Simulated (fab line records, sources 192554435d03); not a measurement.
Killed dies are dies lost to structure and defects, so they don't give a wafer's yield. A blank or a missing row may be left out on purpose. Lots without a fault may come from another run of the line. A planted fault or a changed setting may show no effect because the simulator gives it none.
fab line records | flow n5_finfet
record lots=8 wafers=24 last_day=17
route steps=1938 shown SD_EPI_N@273 SD_EPI_P@310 BEOL_M4@1111
lots that met no fault: from a run of the same line without faults
start_h: hours from the record's first day to the start of the lot's first wafer shown | wait_h: hours since the lot's step before | " the same as in the row above | L1.1+2: a row that stands for several wafers | - no value, or no start given | * or withheld: withheld | < > ~ a bound
route shown NAME@n: a module of which the file shows steps, and the number in the route of the first | usual: mean/standard deviation of fault-free wafers | same: alike in all rows | chamber/n: place in a boat | sites: the reading at each site | _std_site: their standard deviation | _edge_site: outer sites' mean less inner sites' | radius_mm: how far each site lies from the wafer's centre | mask NAME#n: copy n | behind: the tool/chamber that last shaped the wafer | hold: why the lot was held/for how many hours/how that ended | device: the transistor (n, p or np) that didn't switch | end of line: the same wafers' tests at the end of the route | a step without rows: its recipe alone | killed: dies lost to structure and defects at the first sort, not the wafer's yield | map: a wafer's dies, x killed, . not, _ none there
set.NAME: the setting as run; set.NAME@STEP: as run at that earlier step | model.NAME: the simulator's own value behind a step, which no gauge read
steps of the route over a sample of lots; a table a step, a row a wafer
services: from which hour (start_h, from the record's first day; less than 0 if before it) a tool's chamber was out of use, for how many hours, and why
## steps
# step N5_SD_EPI_N_DESCUM_14
# recipe chemistry=O2 time_s=7.9 source_power_w=50 bias_power_w=20 pressure_mtorr=20 rf_frequency_hz=2.712e+07 temp_c=40 resist=CAR-ArF-block o2_flow_sccm=225
# usual drypump_motor_current_A=5.7/0.51 oes_product_au=0.76/0.074 rf_vpp_V=242.8/0.88 showerhead_plenum_p_Torr=2.067/0.029 throttle_valve_pct=20.47/0.24
# columns lot.wafer tool chamber start_h wait_h drypump_motor_current_A oes_product_au rf_hours_counter_h rf_vpp_V showerhead_plenum_p_Torr throttle_valve_pct
L810.4 rie_diel-01 2 69.85 1.0 5.7 0.69 223 243.0 2.065 20.79
L810.5 " 2 " " 5.7 0.70 - 243.5 2.065 20.78
L810.6 " 3 " " 4.8 0.77 - 243.7 2.086 20.50
L817.1 rie_diel-02 3 109.10 0.0 6.1 0.79 93 245.0 2.114 20.30
L817.3 " 2 " " 5.9 0.75 146 243.0 2.086 20.75
L817.6 " 0 " " 5.6 0.79 - 242.3 2.033 20.43
L818.1 rie_diel-05 0 116.45 0.0 5.1 0.69 214 243.3 2.082 20.42
L818.2 " 3 " " 5.8 0.72 191 243.6 2.078 20.83
L818.3 " 1 " " 6.0 0.71 231 242.1 2.066 20.48
L819.3 rie_diel-02 2 126.92 0.0 5.9 0.75 154 243.8 2.083 20.76
L819.4 " 3 " " 6.1 0.78 101 242.5 2.111 20.30
L819.5 " 2 " " 6.0 0.75 - 244.0 2.084 20.76
L820.2 rie_diel-02 2 131.11 0.3 6.0 0.74 156 242.6 2.083 20.76
L820.3 " 0 " " 5.6 0.80 96 241.2 2.030 20.43
L820.6 " 1 " " 6.1 0.73 - 242.4 2.100 20.26
L821.2 rie_diel-01 3 132.39 0.8 4.8 0.75 178 243.5 2.077 20.55
L821.4 " 3 " " 4.8 0.74 - 243.7 2.076 20.54
L821.6 " 2 " " 5.7 0.67 - 242.4 2.057 20.83
L825.3 rie_diel-01 3 157.52 0.0 4.8 0.74 188 242.9 2.073 20.55
L825.4 " 0 " " 6.5 0.87 - 243.5 2.048 20.01
L825.6 " 1 " " 5.7 0.68 - 242.6 2.069 20.56
L827.1 rie_diel-01 3 173.12 0.0 4.8 0.74 193 242.7 2.071 20.59
L827.5 " 0 " " 6.5 0.87 - 243.9 2.046 20.02
L827.6 " 3 " " 4.8 0.74 - 242.0 2.071 20.57
# step N5_SD_EPI_N_ETCH_45
# recipe chemistry=CH3F/O2 target=SiOCN target_depth_a=60 mask_material=SOC ion_energy_ev=60 bias_w=29 pressure_mtorr=15 source_w=410 Ar_flow_sccm=150 CH3F_flow_sccm=30 O2_flow_sccm=20
# usual drypump_motor_current_A=5.7/0.5 oes_product_au=0.77/0.074 rf_vpp_V=127.3/0.83 showerhead_plenum_p_Torr=1.970/0.029 throttle_valve_pct=23.36/0.26
# columns lot.wafer tool chamber start_h wait_h drypump_motor_current_A oes_product_au rf_hours_counter_h rf_vpp_V showerhead_plenum_p_Torr throttle_valve_pct
L810.4 rie_diel-01 2 70.37 0.1 5.7 0.70 224 128.3 1.972 23.73
L810.5 " 2 " " 5.7 0.70 - 127.7 1.972 23.71
L810.6 " 3 " " 4.8 0.78 - 127.8 1.995 23.43
L817.1 rie_diel-02 3 109.61 0.1 6.1 0.81 94 127.3 2.016 23.17
L817.3 " 2 " " 6.0 0.75 146 127.4 2.001 23.75
L817.6 " 0 " " 5.6 0.81 - 126.0 1.935 23.32
L818.1 rie_diel-05 0 116.97 0.1 5.1 0.69 214 126.8 1.974 23.22
L818.2 " 3 " " 5.7 0.72 191 128.4 1.980 23.70
L818.3 " 1 " " 6.0 0.72 231 126.7 1.968 23.37
L819.3 rie_diel-02 2 127.44 0.1 6.0 0.75 154 127.0 1.998 23.76
L819.4 " 3 " " 6.1 0.79 101 127.8 2.013 23.18
L819.5 " 2 " " 5.9 0.75 - 126.1 1.998 23.76
L820.2 rie_diel-02 2 131.62 0.1 6.0 0.75 157 129.4 1.997 23.77
L820.3 " 0 " " 5.6 0.80 96 125.3 1.932 23.31
L820.6 " 1 " " 6.1 0.73 - 128.0 1.998 23.13
L821.2 rie_diel-01 3 132.91 0.1 4.8 0.75 178 126.8 1.986 23.49
L821.4 " 3 " " 4.8 0.75 - 127.3 1.986 23.48
L821.6 " 2 " " 5.7 0.67 - 126.3 1.963 23.75
L825.3 rie_diel-01 3 158.04 0.1 4.8 0.74 188 127.3 1.983 23.49
L825.4 " 0 " " 6.5 0.88 - 127.4 1.950 22.90
L825.6 " 1 " " 5.7 0.69 - 128.3 1.960 23.32
L827.1 rie_diel-01 3 173.64 0.1 4.8 0.73 194 128.2 1.981 23.50
L827.5 " 0 " " 6.6 0.87 - 127.6 1.948 22.91
L827.6 " 3 " " 4.8 0.74 - 126.4 1.981 23.50
# step N5_SD_EPI_P_ETCHBACK_46
# recipe chemistry=CH3F/O2 mode=anisotropic_etchback target=SiNx target_depth_a=175 stop_on=SiO2 over_etch_frac=0.3 ion_energy_ev=120 pressure_mtorr=30 source_w=395 bias_w=73 Ar_flow_sccm=150 CH3F_flow_sccm=30 O2_flow_sccm=20
# usual drypump_motor_current_A=5.8/0.34 oes_product_au=0.67/0.073 rf_vpp_V=297/3.7 showerhead_plenum_p_Torr=2.02/0.054 throttle_valve_pct=16.4/0.31
# columns lot.wafer tool chamber start_h wait_h drypump_motor_current_A oes_product_au rf_hours_counter_h rf_vpp_V showerhead_plenum_p_Torr throttle_valve_pct
L810.4 rie_diel-03 1 75.47 0.0 6.1 0.67 135 301 2.09 16.7
L810.5 " 0 " " 5.6 0.81 - 294 1.96 15.7
L810.6 " 3 " " 6.3 0.67 - 296 2.10 16.3
L817.1 rie_diel-03 3 113.94 0.0 6.3 0.65 136 295 2.09 16.3
L817.3 " 0 " " 5.6 0.78 27 295 1.96 15.8
L817.6 " 1 " " 6.1 0.65 - 302 2.09 16.7
L818.1 rie_diel-03 3 122.28 0.0 6.3 0.66 139 294 2.09 16.3
L818.2 " 1 " " 6.1 0.65 151 302 2.09 16.7
L818.3 " 0 " " 5.6 0.77 31 294 1.96 15.8
L819.3 rie_diel-03 0 132.30 0.0 5.7 0.77 33 296 1.96 15.8
L819.4 " 1 " " 6.2 0.49 153 301 2.09 16.7
L819.5 " 2 " " 6.3 0.83 - 292 1.96 16.0
L820.2 rie_diel-03 3 137.10 0.0 6.3 0.66 143 295 2.09 16.3
L820.3 " 2 " " 6.3 0.83 3 292 1.96 16.0
L820.6 " 1 " " 6.1 0.48 - 301 2.09 16.7
L821.2 rie_diel-04 3 137.27 0.0 5.5 0.69 103 298 2.02 16.3
L821.4 " 2 " " 5.6 0.72 87 292 1.94 16.3
L821.6 " 3 " " 5.4 0.69 - 300 2.02 16.3
L825.3 rie_diel-06 3 162.29 0.0 5.8 0.81 1 295 2.04 15.8
L825.4 " 0 " " 5.7 0.60 223 302 2.06 16.4
L825.6 " 0 " " 5.7 0.61 - 301 2.06 16.4
L827.1 rie_diel-04 2 178.72 0.0 5.6 0.70 99 294 1.93 16.3
L827.5 " 2 " " 5.6 0.70 - 294 1.93 16.3
L827.6 " 1 " " 5.6 0.59 - 294 2.06 16.5
# step N5_SD_EPI_P_ETCH_47
# recipe chemistry=CH3F/O2 target=SiOCN target_depth_a=250 mask_material=SOC ion_energy_ev=60 bias_w=29 pressure_mtorr=30 source_w=410 Ar_flow_sccm=150 CH3F_flow_sccm=30 O2_flow_sccm=20
# usual drypump_motor_current_A=5.8/0.34 oes_product_au=0.78/0.09 rf_vpp_V=127.5/1.6 showerhead_plenum_p_Torr=2.02/0.054 throttle_valve_pct=16.3/0.31
# columns lot.wafer tool chamber start_h wait_h drypump_motor_current_A oes_product_au rf_hours_counter_h rf_vpp_V showerhead_plenum_p_Torr throttle_valve_pct
L810.4 rie_diel-03 1 75.57 0.1 6.2 0.77 135 128.5 2.10 16.7
L810.5 " 0 " " 5.6 0.96 - 126.4 1.96 15.7
L810.6 " 3 " " 6.3 0.78 - 126.5 2.10 16.2
L817.1 rie_diel-03 3 114.04 0.1 6.3 0.77 136 126.9 2.09 16.2
L817.3 " 0 " " 5.6 0.91 27 127.6 1.96 15.7
L817.6 " 1 " " 6.1 0.75 - 130.0 2.09 16.7
L818.1 rie_diel-03 3 122.38 0.1 6.3 0.77 139 126.5 2.09 16.3
L818.2 " 1 " " 6.1 0.76 151 130.2 2.09 16.7
L818.3 " 0 " " 5.6 0.92 31 125.9 1.96 15.7
L819.3 rie_diel-03 0 132.40 0.1 5.6 0.92 33 126.8 1.96 15.7
L819.4 " 1 " " 6.1 0.77 153 131.1 2.09 16.7
L819.5 " 2 " " 6.3 0.99 - 126.9 1.96 16.0
L820.2 rie_diel-03 3 137.20 0.1 6.3 0.76 143 126.5 2.09 16.3
L820.3 " 2 " " 6.3 0.98 3 126.7 1.96 16.0
L820.6 " 1 " " 6.1 0.76 - 129.3 2.09 16.7
L821.2 rie_diel-04 3 137.37 0.1 5.4 0.80 103 128.0 2.02 16.2
L821.4 " 2 " " 5.6 0.83 87 125.6 1.94 16.2
L821.6 " 3 " " 5.4 0.81 - 129.1 2.02 16.2
L825.3 rie_diel-06 3 162.39 0.1 5.8 0.96 1 125.3 2.04 15.8
L825.4 " 0 " " 5.7 0.70 223 129.1 2.06 16.4
L825.6 " 0 " " 5.7 0.70 - 129.2 2.06 16.4
L827.1 rie_diel-04 2 178.82 0.1 5.6 0.81 99 125.7 1.93 16.3
L827.5 " 2 " " 5.6 0.81 - 125.2 1.93 16.3
L827.6 " 1 " " 5.6 0.68 - 125.7 2.06 16.4
# step N5_BEOL_M4_RC_MEAS_101
# usual DIBL_N=36.5/1.4 DIBL_P=36.5/1.6 IOFF_N=0.163/0.022 IOFF_P=0.219/0.029 IOFF_P_85C=3.8/0.42 IOFF_P_LIN=0.103/0.012 ION_N=675/8.3 ION_P=464/6.2 REXT_P=100.2/1.9 SS_N=71.5/0.52 SS_P=73.4/0.57 VT_N=249.7/2.6 VT_P=-250/3
# columns lot.wafer tool chamber start_h wait_h DIBL_N[mV/V] DIBL_P[mV/V] IOFF_N[nA/um] IOFF_P[nA/um] IOFF_P_85C[nA/um] IOFF_P_LIN[nA/um] ION_N[uA/um] ION_P[uA/um] REXT_P[ohm.um] SS_N[mV/dec] SS_P[mV/dec] VT_N[mV] VT_P[mV]
L810.4 prober-02 0 196.10 0.5 35.5 37.1 0.148 0.205 3.6 0.096 671 465 100.3 71.2 73.5 253.1 -252
L810.5 " 0 " " 36.6 38.6 0.168 0.224 3.8 0.100 675 460 100.9 71.8 73.5 249.6 -252
L810.6 " 0 " " 34.2 34.9 0.125 0.172 3.1 0.085 659 456 100.1 70.9 72.6 253.6 -254
L818.1 prober-02 0 231.98 0.0 35.2 36.0 0.148 0.232 3.9 0.109 675 468 98.5 70.5 72.0 250.1 -248
L818.2 " 0 " " 36.1 36.6 0.172 0.246 4.1 0.114 668 468 99.5 71.4 72.3 247.9 -247
L818.3 " 0 " " 38.4 39.9 0.212 0.302 4.9 0.131 682 472 97.2 71.5 73.9 244.5 -244
L817.1 prober-02 0 237.77 0.0 37.1 37.8 0.162 0.220 3.8 0.103 679 462 96.7 72.3 73.8 251.9 -250
L817.3 " 0 " " 37.1 37.8 0.166 0.226 3.9 0.105 674 471 96.1 71.2 73.8 248.4 -250
L817.6 " 0 " " 36.8 37.4 0.162 0.211 3.7 0.100 685 466 97.9 71.0 73.7 249.9 -251
L820.2 prober-01 0 246.60 0.2 34.8 35.5 0.147 0.234 3.9 0.115 664 466 99.0 71.8 73.1 249.3 -247
L820.3 " 0 " " 35.3 36.7 0.165 0.258 4.3 0.125 683 474 98.6 72.0 73.3 247.6 -245
L820.6 " 0 " " 36.8 40.6 0.186 0.374 5.8 0.166 668 485 92.9 73.2 74.2 245.2 -237
L819.3 prober-02 0 248.31 0.3 35.3 34.8 0.152 0.225 3.9 0.110 682 475 97.9 71.4 72.7 248.2 -247
L819.4 " 0 " " 36.1 37.7 0.169 0.304 5.1 0.139 677 481 94.4 71.4 73.7 247.0 -242
L819.5 " 0 " " 35.1 34.3 0.143 0.211 3.8 0.106 679 467 100.5 71.5 72.6 249.3 -250
L821.2 prober-02 0 258.71 0.2 34.4 35.2 0.136 0.204 3.6 0.102 666 464 101.1 71.6 73.7 253.6 -250
L821.4 " 0 " " 35.7 37.0 0.159 0.217 3.8 0.105 682 461 102.1 71.2 73.5 253.2 -250
L821.6 " 0 " " 35.8 36.9 0.158 0.223 3.9 0.110 670 466 101.0 71.7 73.5 249.6 -249
L825.3 prober-01 0 283.00 0.3 37.9 38.8 0.177 0.227 3.9 0.108 684 464 102.5 71.6 73.8 247.7 -250
L825.4 " 0 " " 38.4 39.5 0.187 0.243 4.1 0.113 682 465 101.3 71.8 74.3 247.3 -249
L825.6 " 0 " " 39.1 39.8 0.197 0.247 4.2 0.115 685 468 103.4 71.8 74.1 247.4 -246
L827.1 prober-02 0 290.68 0.0 38.5 38.0 0.175 0.240 4.1 0.111 681 464 100.3 71.3 74.3 250.5 -247
L827.5 " 0 " " 38.7 37.9 0.184 0.244 4.2 0.112 666 460 101.0 71.4 74.3 248.6 -248
L827.6 " 0 " " 38.1 37.6 0.174 0.248 4.2 0.115 685 471 99.3 71.4 74.0 247.6 -247
## services
# columns tool chamber start_h hours kind
rie_diel-01 1 50.00 2.5 repair
rie_diel-02 - 55.82 15.6 pm
rie_diel-05 0 62.35 5.0 repair
rie_diel-01 1 88.68 15.3 repair
rie_diel-03 2 103.59 - clean
rie_diel-03 2 103.59 - consumable_replace:focus_ring
rie_diel-03 2 103.59 19.6 scheduled_down
rie_diel-03 2 103.59 19.6 vent_cycle
rie_diel-06 1 114.71 23.0 repair
rie_diel-06 3 114.84 4.0 repair
rie_diel-01 1 126.77 8.7 repair
rie_diel-01 2 136.93 - clean
rie_diel-01 2 136.93 - consumable_replace:focus_ring
rie_diel-01 2 136.93 22.3 scheduled_down
rie_diel-01 2 136.93 22.3 vent_cycle
rie_diel-04 1 139.91 2.5 repair
rie_diel-03 1 140.98 6.8 repair
rie_diel-05 0 141.50 9.7 repair
rie_diel-04 - 163.06 1.1 repair
rie_diel-05 1 163.92 15.8 repair
rie_diel-04 0 170.61 - clean
rie_diel-04 0 170.61 - consumable_replace:focus_ring
rie_diel-04 0 170.61 19.5 scheduled_down
rie_diel-04 0 170.61 19.5 vent_cycle
## key
first_sign step=N5_SD_EPI_P_ETCHBACK_46 reading=oes_product_au direction=down sigmas=2.6 usual=0.67 struck=0.48
effect step=N5_BEOL_M4_RC_MEAS_101 reading=IOFF_P_LIN direction=up sigmas=4.2 usual=0.103 struck=0.153
effect step=N5_BEOL_M4_RC_MEAS_101 reading=IOFF_P direction=up sigmas=4.1 usual=0.219 struck=0.339
effect step=N5_BEOL_M4_RC_MEAS_101 reading=IOFF_P_85C direction=up sigmas=4.1 usual=3.8 struck=5.5
effect step=N5_BEOL_M4_RC_MEAS_101 reading=REXT_P direction=down sigmas=3.5 usual=100.2 struck=93.7
met_at N5_SD_EPI_P_ETCHBACK_46
struck_lots L819,L820
struck_wafers L819.4,L820.6
not_acting_at N5_SD_EPI_N_DESCUM_14,N5_SD_EPI_N_ETCH_45,N5_SD_EPI_P_ETCH_47
onset_between 122.28 132.30
fault kind=process_parameter_drift tool=rie_diel-03 chamber=1 onset_h=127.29 steps=N5_SD_EPI_P_ETCHBACK_46 channel=target_depth_a offset=141.92 shape=step end_h=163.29 acts_in=these_recipes_only stated=175
